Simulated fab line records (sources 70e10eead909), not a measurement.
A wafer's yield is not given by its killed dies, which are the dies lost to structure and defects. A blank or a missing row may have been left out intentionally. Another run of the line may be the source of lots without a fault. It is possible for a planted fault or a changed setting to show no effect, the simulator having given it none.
Chamber matching ; flow nand harc ; NHARC_A_CONTACT_ALD_18 on ald metal-02: 4 sister chambers
The step deposits TiN, target thk 3 nm, pulse time 1 s, ald cycles 150. 4 wafers are shown with their chamber, then 10 later ones without.

WAFERS WITH THEIR CHAMBER
wafer;chamber;heater power w (W)
L082.1;0;1024
L082.5;3;984
L085.3;1;987
L085.5;2;1173

WAFERS WHOSE CHAMBER IS MISSING
wafer;heater power w (W)
L085.6;1011
L088.1;975
L088.3;1048
L088.6;1040
L091.2;993
L091.5;998
L091.6;1183
L096.1;1163
L096.2;1061
L096.5;1033

EACH ONE'S CHAMBER
wafer;from the rows above;in truth
L085.6;can't be placed: 0 or 1 or 3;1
L088.1;can't be placed: 3 or 1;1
L088.3;0;0
L088.6;0;0
L091.2;can't be placed: 1 or 3 or 0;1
L091.5;can't be placed: 1 or 3 or 0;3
L091.6;2;2
L096.1;2;2
L096.2;0;0
L096.5;0;0
Correctly placed: 6 of 10. Cannot be placed on the basis of these rows: 4; the candidates contain the true chamber in 4. Number placed wrongly: 0.
How it was worked out, from the rows above alone: a wafer's distance from a chamber is the root of the sum, over the readings, of the square of ((its reading less the chamber's mean) divided by the reading's scatter). The wafer belongs to the nearest chamber; if the next one is less than 2 further off, it can't be placed. A chamber's mean is the mean of its shown wafers. The scatter (one wafer shown for each chamber): square how far every hidden wafer sits from the nearest shown wafer, average those squares and take the square root.
